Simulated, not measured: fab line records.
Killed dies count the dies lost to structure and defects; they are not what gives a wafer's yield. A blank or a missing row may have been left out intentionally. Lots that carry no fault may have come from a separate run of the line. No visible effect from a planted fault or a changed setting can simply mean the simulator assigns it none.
fab line records	flow n5Finfet
[record] lots = 6	wafers = 18	lastDay = 17
route steps=1938 shown BEOL_M1@767 BEOL_M4@1111 PASSIVATION@1936
lots that met no fault: from a run of the same line without faults
startH: hours from the record's first day to the start of the lot's first wafer shown	waitH: hours from the lot's prior step to this one	" repeats the value in the row above	L1.1+2: a row that stands for several wafers	- value missing, or start not given	* or withheld: withheld	< > ~ a bound
route shown NAME@n: NAME is a module with steps in the file, n the number in the route of the first one	usual: mean and standard deviation over wafers with no fault	same: alike in all rows	chamber/n: place in a boat	sites: readings site by site	_std_site: standard deviation across them	_edge_site: outer sites' mean less inner sites'	radiusMm: for every site, how far away it sits from the centre of the wafer	mask NAME#n: copy n	behind: the last tool/chamber to shape the wafer	hold: why the lot was held/for how many hours/how that ended	device: names the non-switching transistor (n, p or np)	end of line: tests of these same wafers at the route's end	a step with no rows: only its recipe	killed: count of dies lost to structure and defects at first sort (not the wafer's yield)	map: a wafer's dies, x killed, . not, _ none there
set.NAME: the run value of the setting; set.NAME@STEP: its run value at that earlier step	model.NAME: the simulator's own value behind a step, which no gauge read
lots at selected steps of the route; one table per step, one row per wafer
services: a tool's chamber out of use, with start hour (startH, from the record's first day; less than 0 if before it), hours out, and reason
[[steps]]
[step N5_BEOL_M1_DESCUM_16]
[recipe] chemistry = O2	timeS = 7	sourcePowerW = 50	biasPowerW = 20	pressureMtorr = 20	rfFrequencyHz = 2.712e+07	tempC = 40	resist = CAR-EUV	o2FlowSccm = 225
[usual] drypumpMotorCurrentA = 5.6/0.43	oesProductAu = 0.79/0.08	rfVppV = 243.0/1.1	showerheadPlenumPTorr = 2.08/0.057	throttleValvePct = 20.44/0.21
lot.wafer	tool	chamber	startH	waitH	drypumpMotorCurrentA	oesProductAu	rfHoursCounterH	rfVppV	showerheadPlenumPTorr	throttleValvePct
L708.1	rieDiel-06	0	123.16	0.3	5.2	0.84	53	242.6	2.03	20.15
L708.2	"	2	"	"	6.0	0.70	201	242.2	2.07	20.47
L708.5	"	1	"	"	5.7	0.76	-	242.0	2.09	20.59
L711.1	rieDiel-06	2	141.36	0.0	6.0	0.71	208	243.3	2.06	20.45
L711.2	"	0	"	"	5.2	0.83	59	242.9	2.02	20.16
L711.5	"	0	"	"	5.2	0.84	-	243.2	2.02	20.15
L712.1	rieDiel-03	3	149.76	0.0	6.4	0.91	38	243.0	2.14	20.63
L712.4	"	2	"	"	5.3	0.66	247	242.8	2.07	20.53
L712.5	"	0	"	"	5.1	0.73	-	243.1	2.07	20.41
L714.1	rieDiel-04	1	158.20	0.3	5.3	0.72	198	244.3	2.07	20.35
L714.2	"	2	"	"	5.7	0.71	224	242.0	2.00	20.95
L714.3	"	0	"	"	5.9	0.73	180	242.3	2.10	20.78
L715.1	rieDiel-06	1	172.57	0.2	5.7	0.76	169	242.9	2.08	20.59
L715.2	"	2	"	"	6.0	0.70	216	243.3	2.06	20.47
L715.4	"	0	"	"	5.2	0.83	67	242.1	2.02	20.17
L730.1	rieDiel-03	0	254.60	1.1	5.1	0.71	215	243.8	2.06	20.48
L730.2	"	2	"	"	5.3	0.90	20	242.1	2.06	20.05
L730.4	"	1	"	"	5.4	0.87	38	244.3	2.23	20.54
[step N5_BEOL_M1_ETCH_74]
[recipe] chemistry = N2/H2	target = underlayer	targetDepthA = 65	maskMaterial = CAR-EUV	timeS = 5.2	ionEnergyEv = 200	pressureMtorr = 30	sourceW = 840	biasW = 150	n2FlowSccm = 200	h2FlowSccm = 200	ends = cleared
[usual] drypumpMotorCurrentA = 5.7/0.42	etchRfOnTimeS = 5.30/0.18	oesProductAu = 0.66/0.066	rfVppV = 523.5/2.3	showerheadPlenumPTorr = 2.53/0.067	throttleValvePct = 17.91/0.27
lot.wafer	tool	chamber	startH	waitH	drypumpMotorCurrentA	etchRfOnTimeS	oesProductAu	rfHoursCounterH	rfVppV	showerheadPlenumPTorr	throttleValvePct
L708.1	rieDiel-06	0	123.19	0.0	5.2	5.58	0.71	53	522.5	2.46	17.51
L708.2	"	2	"	"	6.0	5.33	0.60	201	522.5	2.51	17.91
L708.5	"	1	"	"	5.7	5.21	0.65	-	522.4	2.54	18.04
L711.1	rieDiel-06	2	141.40	0.0	6.1	5.28	0.60	208	522.5	2.51	17.90
L711.2	"	0	"	"	5.2	5.52	0.71	59	521.2	2.46	17.51
L711.5	"	0	"	"	5.2	5.57	0.70	-	521.2	2.46	17.52
L712.1	rieDiel-03	3	149.79	0.0	6.3	4.94	0.78	38	525.8	2.63	18.36
L712.4	"	2	"	"	5.3	5.22	0.57	247	521.2	2.52	17.99
L712.5	"	0	"	"	5.1	5.39	0.61	-	525.7	2.55	18.02
L714.1	rieDiel-04	1	158.23	0.0	5.3	5.17	0.61	198	523.3	2.51	17.78
L714.2	"	2	"	"	5.7	4.98	0.61	224	520.5	2.43	18.49
L714.3	"	0	"	"	5.9	5.19	0.62	180	522.4	2.55	18.24
L715.1	rieDiel-06	1	172.60	0.0	5.7	5.17	0.64	169	523.5	2.54	18.02
L715.2	"	2	"	"	6.0	5.28	0.61	216	523.5	2.51	17.90
L715.4	"	0	"	"	5.2	5.55	0.69	67	523.3	2.45	17.56
L730.1	rieDiel-03	0	254.63	0.0	5.1	5.42	0.58	215	521.1	2.53	18.11
L730.2	"	2	"	"	5.3	5.14	0.77	20	523.1	2.51	17.53
L730.4	"	1	"	"	5.4	5.41	0.73	38	529.2	2.69	17.83
[step N5_BEOL_M1_ETCH_63]
[recipe] chemistry = CF4	target = SiARC	targetDepthA = 156	maskMaterial = CAR-EUV	timeS = 26	ionEnergyEv = 80	pressureMtorr = 40	sourceW = 545	biasW = 36	Ar_flow_sccm = 100	cf4FlowSccm = 100	ends = cleared
[step N5_BEOL_M1_ETCH_64]
[recipe] chemistry = N2/H2	target = SOC	targetDepthA = 750	overetchA = 150	maskMaterial = SiARC	tempC = 40	timeS = 112.5	ionEnergyEv = 200	pressureMtorr = 30	sourceW = 840	biasW = 150	n2FlowSccm = 200	h2FlowSccm = 200
[step N5_BEOL_M1_STRIP_65]
[recipe] chemistry = N2/H2	tempC = 40	n2FlowSccm = 200	h2FlowSccm = 200	rfFrequencyHz = 6e+07
[step N5_BEOL_M1_STRIP_75]
[recipe] chemistry = N2/H2	tempC = 40	n2FlowSccm = 200	h2FlowSccm = 200	rfFrequencyHz = 6e+07
[step N5_BEOL_M1_STRIP_66]
[recipe] chemistry = CF4	resist = SiARC	powerW = 300	biasPowerW = 75	pressureMtorr = 50	cf4FlowSccm = 150	rfFrequencyHz = 6e+07
[usual] drypumpMotorCurrentA = 5.6/0.43	oesProductAu = 0.78/0.076	powerW = 300.1/0.93	rfVppV = 271.0/1.2	showerheadPlenumPTorr = 1.79/0.037	throttleValvePct = 13.64/0.23
lot.wafer	tool	chamber	startH	waitH	drypumpMotorCurrentA	oesProductAu	powerW	rfHoursCounterH	rfVppV	showerheadPlenumPTorr	throttleValvePct
L708.1	rieDiel-06	0	123.37	0.0	5.2	0.85	301.6	53	269.4	1.76	13.44
L708.2	"	2	"	"	6.0	0.71	299.4	201	270.9	1.78	13.83
L708.5	"	1	"	"	5.7	0.74	300.6	-	271.6	1.80	13.81
L711.1	rieDiel-06	2	141.57	0.0	6.0	0.71	300.2	208	271.4	1.78	13.85
L711.2	"	0	"	"	5.2	0.85	301.7	59	270.8	1.76	13.45
L711.5	"	0	"	"	5.2	0.85	300.2	-	269.4	1.76	13.45
L712.1	rieDiel-03	3	149.96	0.0	6.4	0.88	299.6	38	270.5	1.81	13.52
L712.4	"	2	"	"	5.3	0.66	299.8	247	271.3	1.77	13.72
L712.5	"	0	"	"	5.1	0.72	300.9	-	269.9	1.80	13.76
L714.1	rieDiel-04	1	158.41	0.0	5.3	0.71	300.8	198	271.1	1.77	13.60
L714.2	"	2	"	"	5.7	0.69	299.5	224	269.5	1.71	13.99
L714.3	"	0	"	"	5.9	0.72	299.7	180	270.9	1.78	13.87
L715.1	rieDiel-06	1	172.77	0.0	5.7	0.74	299.5	169	271.3	1.80	13.86
L715.2	"	2	"	"	6.1	0.70	298.3	216	270.6	1.77	13.88
L715.4	"	0	"	"	5.2	0.84	300.9	67	270.1	1.76	13.47
L730.1	rieDiel-03	0	254.80	0.0	5.1	0.70	300.0	215	270.6	1.79	13.85
L730.2	"	2	"	"	5.3	0.87	299.1	21	271.3	1.76	13.16
L730.4	"	1	"	"	5.4	0.86	301.0	38	273.9	1.88	13.51
[step N5_BEOL_M1_HM_OPEN_17]
[recipe] chemistry = Cl2/BCl3	targetDepthA = 200	overetchA = 60	target = TiN	maskMaterial = SOC	ionEnergyEv = 150	pressureMtorr = 10	icpW = 1000	biasW = 126	Cl2_flow_sccm = 53.25	bcl3FlowSccm = 21.75	Ar_flow_sccm = 25
[usual] bcl3FlowSccm = 21.76/0.07	drypumpMotorCurrentA = 5.8/0.58	mfcCl2Sccm = 53.27/0.16	oesProductAu = 0.67/0.12	throttleValvePct = 22.05/0.21
lot.wafer	tool	chamber	startH	waitH	bcl3FlowSccm	drypumpMotorCurrentA	mfcCl2Sccm	oesProductAu	rfHoursCounterH	throttleValvePct
L708.1	rieMetal-01	0	123.41	0.0	21.67	6.1	53.30	0.62	60	21.82
L708.2	"	1	"	"	21.57	4.8	53.20	0.81	2	21.92
L708.5	"	0	"	"	21.64	6.0	53.42	0.61	-	21.86
L711.1	rieMetal-01	0	141.61	0.0	21.76	6.1	53.06	0.61	62	21.85
L711.2	"	1	"	"	21.69	4.8	53.40	0.80	4	21.94
L711.5	"	1	"	"	21.72	4.7	53.37	0.81	-	21.94
L712.1	rieMetal-03	0	150.00	0.0	21.72	5.8	53.05	0.52	125	22.38
L712.4	"	1	"	"	21.72	5.4	53.34	0.51	-	22.35
L712.5	"	0	"	"	21.80	5.7	53.32	0.52	-	22.40
L714.1	rieMetal-01	1	158.45	0.0	21.87	4.7	53.18	0.79	6	21.95
L714.2	"	0	"	"	21.67	6.0	53.28	0.61	63	21.84
L714.3	"	1	"	"	21.69	4.8	53.28	0.79	-	21.92
L715.1	rieMetal-03	0	172.82	0.0	21.77	5.8	53.16	0.52	127	22.42
L715.2	"	1	"	"	21.68	5.4	53.08	0.52	131	22.34
L715.4	"	0	"	"	21.73	5.8	53.02	0.51	-	22.44
L730.1	rieMetal-01	1	254.84	0.0	21.73	4.7	53.34	0.76	13	21.94
L730.2	"	0	"	"	21.93	6.0	53.37	0.60	71	21.86
L730.4	"	0	"	"	21.80	6.0	53.38	0.60	-	21.86
[step N5_BEOL_M1_STRIP_19]
[recipe] chemistry = O2	powerW = 400	tempC = 40	pressureMtorr = 30	rfFrequencyHz = 6e+07	biasPowerW = 0	overashFraction = 0.2	o2FlowSccm = 225
[usual] drypumpMotorCurrentA = 5.6/0.4	oesProductAu = 0.78/0.085	rfVppV = 3.6/0.54	showerheadPlenumPTorr = 2.08/0.058	throttleValvePct = 16.73/0.23
lot.wafer	tool	chamber	startH	waitH	drypumpMotorCurrentA	oesProductAu	rfHoursCounterH	rfVppV	showerheadPlenumPTorr	throttleValvePct
L708.1	rieDiel-03	2	123.53	0.1	5.3	0.67	238	3.1	2.07	16.75
L708.2	"	1	"	"	5.4	0.97	1	3.4	2.25	16.68
L708.5	"	0	"	"	5.1	0.73	-	3.5	2.08	16.70
L711.1	rieDiel-06	1	141.72	0.1	5.7	0.77	160	3.6	2.09	16.84
L711.2	"	2	"	"	6.0	0.70	208	3.4	2.07	16.83
L711.5	"	1	"	"	5.7	0.77	-	4.3	2.09	16.84
L712.1	rieDiel-04	3	150.12	0.1	5.2	0.89	33	4.4	2.07	16.67
L712.4	"	2	"	"	5.7	0.71	221	3.4	2.00	17.15
L712.5	"	3	"	"	5.2	0.89	-	4.3	2.07	16.66
L714.1	rieDiel-03	1	158.66	0.2	5.4	0.91	11	4.5	2.25	16.70
L714.2	"	0	"	"	5.1	0.73	188	4.1	2.07	16.71
L714.3	"	3	"	"	6.4	0.91	41	4.5	2.15	16.85
L715.1	rieDiel-06	0	172.93	0.1	5.2	0.83	67	3.4	2.03	16.44
L715.2	"	2	"	"	6.0	0.70	216	4.9	2.06	16.83
L715.4	"	1	"	"	5.7	0.76	169	4.6	2.08	16.84
L730.1	rieDiel-04	3	254.96	0.1	5.2	0.84	63	3.9	2.06	16.71
L730.2	"	0	"	"	5.9	0.70	208	4.2	2.09	17.05
L730.4	"	0	"	"	5.9	0.70	-	3.6	2.09	17.07
[step N5_BEOL_M1_CD_MEAS_18]
[recipe] pitchNm = 36	targetCdNm = 18
[usual] cdNm = 18.0/0.41
lot.wafer	tool	chamber	startH	waitH	cdNm
L708.1	cdSem-01	-	123.60	0.0	17.5
L708.2	"	-	"	"	18.5
L708.5	"	-	"	"	17.4
L711.1	cdSem-01	-	141.79	0.0	17.9
L711.2	"	-	"	"	17.5
L711.5	"	-	"	"	17.6
L712.1	cdSem-03	-	150.19	0.0	19.1
L712.4	"	-	"	"	17.9
L712.5	"	-	"	"	18.5
L714.1	cdSem-03	-	158.73	0.0	18.3
L714.2	"	-	"	"	18.5
L714.3	"	-	"	"	19.0
L715.1	cdSem-03	-	173.00	0.0	18.2
L715.2	"	-	"	"	18.3
L715.4	"	-	"	"	17.9
L730.1	cdSem-02	-	255.02	0.0	18.3
L730.2	"	-	"	"	18.4
L730.4	"	-	"	"	18.0
[step N5_BEOL_M1_COAT_67]
[recipe] resist = SOC	tempC = 250	timeS = 60	spinRpm = 1500	resistThkNm = 60
[step N5_BEOL_M1_COAT_68]
[recipe] resist = SiARC	tempC = 220	timeS = 60	spinRpm = 1500	resistThkNm = 12
[step N5_BEOL_M1_COAT_76]
[recipe] resist = underlayer	tempC = 205	timeS = 60	spinRpm = 1500	resistThkNm = 5
[usual] runLengthS = 66.42/0.19
lot.wafer	tool	chamber	startH	waitH	runLengthS
L708.1	lithoTrack-01	0	123.64	-	66.41
L708.2	"	0	"	"	66.37
L708.5	"	0	"	"	66.49
L711.1	lithoTrack-01	0	141.83	-	66.59
L711.2	"	0	"	"	78.27
L711.5	"	0	"	"	78.12
L712.1	lithoTrack-02	0	150.24	-	66.22
L712.4	"	0	"	"	66.01
L712.5	"	0	"	"	66.30
L714.1	lithoTrack-04	0	158.77	-	66.54
L714.2	"	0	"	"	66.44
L714.3	"	0	"	"	66.65
L715.1	lithoTrack-01	0	173.04	-	66.43
L715.2	"	0	"	"	77.94
L715.4	"	0	"	"	66.36
L730.1	lithoTrack-04	0	255.07	-	66.82
L730.2	"	0	"	"	66.46
L730.4	"	0	"	"	66.42
[step N5_BEOL_M1_COAT_22]
[recipe] resist = CAR-EUV	spinRpm = 1500	resistThkNm = 30
[step N5_BEOL_M4_RC_MEAS_101]
[usual] DIBL_N = 36.0/2.5	DIBL_P = 36.2/3	IOFF_N = 0.16/0.044	IOFF_P = 0.21/0.049	ION_N = 671/15	ION_P = 461/8.7	SS_N = 71.5/0.72	SS_P = 73.4/0.9	VT_N = 251/4.4	VT_P = -250/4
lot.wafer	tool	chamber	startH	waitH	DIBL_N[mV/V]	DIBL_P[mV/V]	IOFF_N[nA/um]	IOFF_P[nA/um]	ION_N[uA/um]	ION_P[uA/um]	SS_N[mV/dec]	SS_P[mV/dec]	VT_N[mV]	VT_P[mV]
L708.1	prober-01	0	180.05	0.0	36.4	36.1	0.16	0.24	668	463	71.9	73.5	251	-245
L708.2	"	0	"	"	34.6	33.4	0.13	0.19	667	458	71.3	72.1	254	-247
L708.5	"	0	"	"	36.0	35.2	0.15	0.22	665	460	71.6	72.7	250	-245
L711.1	prober-02	0	206.65	0.0	36.0	38.5	0.17	0.23	659	456	71.8	74.9	248	-248
L711.2	"	0	"	"	34.5	36.1	0.15	0.20	676	468	71.1	73.7	247	-249
L711.5	"	0	"	"	33.9	35.1	0.13	0.18	656	451	71.0	73.2	251	-252
L712.1	prober-01	0	215.44	0.0	33.3	33.9	0.12	0.17	677	464	71.2	73.7	252	-253
L712.4	"	0	"	"	38.9	40.1	0.21	0.24	690	456	72.6	74.3	247	-249
L712.5	"	0	"	"	34.6	34.6	0.14	0.17	673	459	71.7	72.8	252	-255
L714.1	prober-01	0	219.12	0.0	38.4	39.2	0.18	0.26	695	476	71.3	74.3	248	-250
L714.2	"	0	"	"	38.6	40.1	0.19	0.30	680	467	72.1	74.8	248	-245
L714.3	"	0	"	"	35.0	34.7	0.12	0.19	669	466	70.2	73.2	254	-252
L715.1	prober-02	0	223.56	0.0	36.6	37.4	0.16	0.23	684	476	71.3	73.5	249	-249
L715.2	"	0	"	"	38.8	38.6	0.19	0.23	683	460	71.1	73.7	248	-249
L715.4	"	0	"	"	38.0	38.2	0.18	0.24	671	464	71.8	72.8	250	-251
L730.1	prober-01	0	308.34	0.0	39.0	39.1	0.20	0.29	666	460	72.7	74.2	248	-248
L730.2	"	0	"	"	35.8	35.5	0.15	0.20	658	457	71.9	72.7	252	-250
L730.4	"	0	"	"	35.1	34.9	0.14	0.19	684	470	70.8	73.6	250	-250
[step N5_PASSIVATION_PROBE_49]
[usual] defectLimitedYield = 91.7/1.4	killed_at_M0_to_M3 = 31/11	killed_at_M4_up = 13/4.6	killedAtContacts = 13/6.7	killedAtFrontEnd = 39/9.6	killedAtOther = 3.5/2.8	killedDies = 98/16	killedOpen = 64/11	killedShort = 33/8.5	sort_bin_5_function = 4.9/0.96	sort_bin_6_memory = 3.1/0.59	sortNPass = 1080/23	sortYieldPct = 91.5/1.9
[same] grossDies = 1180	killedAtBackSide = 0	sort_bin_4_leakage[%] = 0	sort_bin_8_speed[%] = 0
lot.wafer	tool	chamber	startH	waitH	defectLimitedYield[%]	killed_at_M0_to_M3	killed_at_M4_up	killedAtContacts	killedAtFrontEnd	killedAtOther	killedDies	killedOpen	killedShort	sort_bin_5_function[%]	sort_bin_6_memory[%]	sortNPass	sortYieldPct[%]
L708.1	prober-02	-	277.72	0.0	91.6	29	9	35	17	9	99	63	35	4.2	3.8	1081	91.6
L708.2	prober-02	-	277.77	0.1	94.7	9	6	20	22	5	62	39	21	2.5	2.5	1118	94.7
L708.5	prober-02	-	277.92	0.2	90.6	33	10	28	40	0	111	83	27	5.3	3.6	1069	90.6
L711.1	prober-01	-	310.50	0.0	91.0	29	17	17	42	1	106	79	27	5.3	3.3	1074	91.0
L711.2	prober-01	-	310.55	0.1	92.5	23	6	13	43	3	88	54	34	4.7	2.5	1092	92.5
L711.5	prober-01	-	310.70	0.2	91.3	26	13	17	47	0	103	67	36	5.8	2.4	1077	91.3
L712.1	prober-01	-	319.15	0.0	90.8	36	11	10	44	8	109	73	36	5.3	3.5	1071	90.8
L712.4	prober-01	-	319.30	0.2	91.4	30	7	15	44	5	101	65	36	5.3	3.2	1079	91.4
L712.5	prober-01	-	319.35	0.2	93.1	22	8	11	33	8	82	59	23	3.6	3.1	1098	93.1
L714.1	prober-02	-	326.78	0.3	91.4	30	17	12	43	0	102	63	38	5.2	3.1	1078	91.4
L714.2	prober-02	-	326.83	0.3	91.4	28	11	23	39	0	101	65	35	5.3	2.9	1079	91.4
L714.3	prober-02	-	326.88	0.4	91.6	27	9	7	53	3	99	62	37	4.7	3.1	1081	91.6
L715.1	prober-02	-	337.76	0.0	92.6	21	10	10	45	1	87	58	29	4.8	2.4	1093	92.6
L715.2	prober-02	-	337.81	0.1	91.8	40	10	10	36	1	97	58	37	4.5	3.5	1083	91.8
L715.4	prober-02	-	337.91	0.2	91.4	36	9	15	38	4	102	67	33	4.4	3.4	1078	91.4
L730.1	prober-01	-	410.81	0.0	93.1	29	11	13	28	1	82	54	27	4.3	2.4	1098	93.1
L730.2	prober-01	-	410.86	0.1	91.5	26	17	14	43	0	100	60	38	4.8	3.1	1080	91.5
L730.4	prober-01	-	410.96	0.2	92.4	19	10	11	46	4	90	64	24	4.0	3.6	1090	92.4
// killed by level:class
L708.1 MOL_CONTACT_COAG:geometricParticle:open=23 MOL_CONTACT_COAG:geometricParticle:short=12 BEOL_M1:geometricParticle:open=12 STI_FIN_REVEAL:geometricParticle:open=4 BEOL_M1:geometricParticle:short=4 BEOL_M3:geometricParticle:open=4 BEOL_M4:geometricParticle:open=4 PAD_METAL:geometricParticle:short=4
L708.2 MOL_CONTACT_COAG:geometricParticle:open=17 FIN_SAQP:geometricParticle:short=8 FIN_SAQP:geometricParticle:open=4 DUMMY_GATE:geometricParticle:open=4 BEOL_M0_SAQP:geometricParticle:open=3 MOL_CONTACT_COAG:geometricParticle:short=3 PASS1_CAP:geometricParticle:short=3 BEOL_M1:geometricParticle:open=2
L708.5 MOL_CONTACT_COAG:geometricParticle:open=26 STI_FIN_REVEAL:geometricParticle:open=10 BEOL_M0_SAQP:geometricParticle:open=9 BEOL_M2:geometricParticle:open=6 FIN_SAQP:geometricParticle:open=5 BEOL_M0_SAQP:geometricParticle:short=5 BEOL_M1:geometricParticle:open=5 STI_FIN_REVEAL:geometricParticle:short=3
L711.1 FIN_SAQP:geometricParticle:open=15 MOL_CONTACT_COAG:geometricParticle:open=13 FIN_SAQP:geometricParticle:short=11 BEOL_M4:geometricParticle:open=11 STI_FIN_REVEAL:geometricParticle:open=7 BEOL_M1:geometricParticle:open=7 BEOL_M3:geometricParticle:open=6 BEOL_M0_SAQP:geometricParticle:open=5
L711.2 FIN_SAQP:geometricParticle:short=11 STI_FIN_REVEAL:geometricParticle:open=10 BEOL_M3:geometricParticle:open=9 MOL_CONTACT_COAG:geometricParticle:short=7 MOL_CONTACT_COAG:geometricParticle:open=6 BEOL_M2:geometricParticle:open=6 BEOL_M0_SAQP:geometricParticle:open=4 FIN_SAQP:geometricParticle:open=3
L711.5 STI_FIN_REVEAL:geometricParticle:open=15 MOL_CONTACT_COAG:geometricParticle:open=14 FIN_SAQP:geometricParticle:short=9 BEOL_M0_SAQP:geometricParticle:open=8 BEOL_M0_SAQP:geometricParticle:short=8 BEOL_M4:geometricParticle:open=7 GATE_CUT:geometricParticle:short=6 BEOL_M2:geometricParticle:open=3
L712.1 BEOL_M1:geometricParticle:open=12 GATE_CUT:geometricParticle:short=9 BEOL_M0:geometricParticle:open=9 FIN_SAQP:geometricParticle:short=7 STI_FIN_REVEAL:geometricParticle:open=7 MOL_CONTACT_COAG:geometricParticle:open=7 GATE_CUT:geometricParticle:open=5 BEOL_M1:geometricParticle:short=5
L712.4 MOL_CONTACT_COAG:geometricParticle:open=13 GATE_CUT:geometricParticle:short=8 STI_FIN_REVEAL:geometricParticle:open=7 DUMMY_GATE:geometricParticle:open=6 BEOL_M3:geometricParticle:open=6 GATE_CUT:geometricParticle:open=5 BEOL_M0:geometricParticle:open=5 BEOL_M1:geometricParticle:short=5
L712.5 MOL_CONTACT_COAG:geometricParticle:open=9 BEOL_M0:geometricParticle:open=5 STI_FIN_REVEAL:geometricParticle:open=5 DUMMY_GATE:geometricParticle:open=5 BEOL_M3:geometricParticle:short=5 BEOL_M4:geometricParticle:open=5 FIN_SAQP:geometricParticle:open=4 GATE_CUT:geometricParticle:open=4
L714.1 FIN_SAQP:geometricParticle:open=9 FIN_SAQP:geometricParticle:short=9 MOL_CONTACT_COAG:geometricParticle:open=9 BEOL_M3:geometricParticle:open=9 BEOL_M4:geometricParticle:open=6 BEOL_M1:geometricParticle:open=5 DUMMY_GATE:geometricParticle:open=4 BEOL_M3:geometricParticle:short=4
L714.2 MOL_CONTACT_COAG:geometricParticle:open=19 FIN_SAQP:geometricParticle:short=15 BEOL_M3:geometricParticle:open=11 BEOL_M2:geometricParticle:open=7 ILD0:geometricParticle:open=5 BEOL_M5:geometricParticle:open=5 FIN_SAQP:geometricParticle:open=4 BEOL_M0_SAQP:geometricParticle:short=4
L714.3 FIN_SAQP:geometricParticle:short=13 STI_FIN_REVEAL:geometricParticle:open=11 BEOL_M2:geometricParticle:open=7 BEOL_M3:geometricParticle:open=7 FIN_SAQP:geometricParticle:open=6 MOL_CONTACT_COAG:geometricParticle:open=6 STARTING-WAFER:geometricParticle:open=4 STI_FIN_REVEAL:geometricParticle:short=3
L715.1 FIN_SAQP:geometricParticle:open=8 STI_FIN_REVEAL:geometricParticle:open=8 MOL_CONTACT_COAG:geometricParticle:open=8 FIN_SAQP:geometricParticle:short=7 DUMMY_GATE:geometricParticle:open=7 BEOL_M0_SAQP:geometricParticle:short=6 BEOL_M0:geometricParticle:open=5 GATE_CUT:geometricParticle:open=4
L715.2 FIN_SAQP:geometricParticle:open=9 BEOL_M3:geometricParticle:open=7 MOL_CONTACT_COAG:geometricParticle:open=6 BEOL_M0_SAQP:geometricParticle:short=6 BEOL_M0_SAQP:geometricParticle:open=5 GATE_CUT:geometricParticle:open=5 BEOL_M0:geometricParticle:open=5 BEOL_M0:geometricParticle:short=5
L715.4 MOL_CONTACT_COAG:geometricParticle:open=13 BEOL_M0_SAQP:geometricParticle:open=9 FIN_SAQP:geometricParticle:open=8 BEOL_M0_SAQP:geometricParticle:short=8 STI_FIN_REVEAL:geometricParticle:open=7 BEOL_M3:geometricParticle:short=6 DUMMY_GATE:geometricParticle:open=5 FIN_SAQP:geometricParticle:short=4
L730.1 BEOL_M0_SAQP:geometricParticle:open=11 MOL_CONTACT_COAG:geometricParticle:open=9 BEOL_M0_SAQP:geometricParticle:short=8 FIN_SAQP:geometricParticle:open=7 BEOL_M4:geometricParticle:open=6 MOL_CONTACT_COAG:geometricParticle:short=4 BEOL_M2:geometricParticle:open=4 FIN_SAQP:geometricParticle:short=3
L730.2 MOL_CONTACT_COAG:geometricParticle:open=11 FIN_SAQP:geometricParticle:short=10 BEOL_M1:geometricParticle:open=8 STI_FIN_REVEAL:geometricParticle:open=7 BEOL_M4:geometricParticle:open=6 GATE_CUT:geometricParticle:open=5 BEOL_M0_SAQP:geometricParticle:short=5 BEOL_M5:geometricParticle:open=4
L730.4 FIN_SAQP:geometricParticle:open=15 STI_FIN_REVEAL:geometricParticle:open=10 MOL_CONTACT_COAG:geometricParticle:open=10 FIN_SAQP:geometricParticle:short=6 BEOL_M1:geometricParticle:open=6 BEOL_M0_SAQP:geometricParticle:short=4 BEOL_M3:geometricParticle:open=4 GATE_CUT:geometricParticle:short=3
[[services]]
tool	chamber	startH	hours	kind
rieDiel-06	3	133.56	10.2	repair
rieDiel-03	1	146.18	2.5	repair
rieDiel-03	-	159.37	0.7	repair
rieDiel-03	2	161.15	-	clean
rieDiel-03	2	161.15	-	consumableReplace:focusRing
rieDiel-03	2	161.15	13.2	scheduledDown
rieDiel-03	2	161.15	13.2	ventCycle
rieMetal-03	1	182.16	-	clean
rieMetal-03	1	182.16	24.4	scheduledDown
rieMetal-03	1	182.16	24.4	ventCycle
rieDiel-04	-	188.17	14.6	pm
rieMetal-03	0	206.55	-	clean
rieMetal-03	0	206.55	12.7	scheduledDown
rieMetal-03	0	206.55	12.7	ventCycle
rieMetal-01	-	219.49	2.8	pm
lithoTrack-01	-	220.33	-	consumableReplace:filter
rieDiel-03	-	239.00	15.6	pm
rieDiel-04	2	254.55	-	clean
rieDiel-04	2	254.55	-	consumableReplace:focusRing
rieDiel-04	2	254.55	-	consumableReplace:showerhead
rieDiel-04	2	254.55	11.3	scheduledDown
rieDiel-04	2	254.55	11.3	ventCycle
[[key]]
[firstSign] step = N5_BEOL_M1_COAT_76	reading = runLengthS	direction = up	sigmas = 61	usual = *	struck = *
effect none on later readings
metAt N5_BEOL_M1_COAT_76
struckWafers L711.2,L711.5,L715.2
onsetBetween 123.64 141.83
[fault] kind = processParameterDrift	tool = lithoTrack-01	chamber = -	onsetH = 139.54	steps = N5_BEOL_M1_COAT_76	channel = timeS	offset = *	shape = step	endH = 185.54	scope = struckWafersOnly	actsIn = *	stated = *
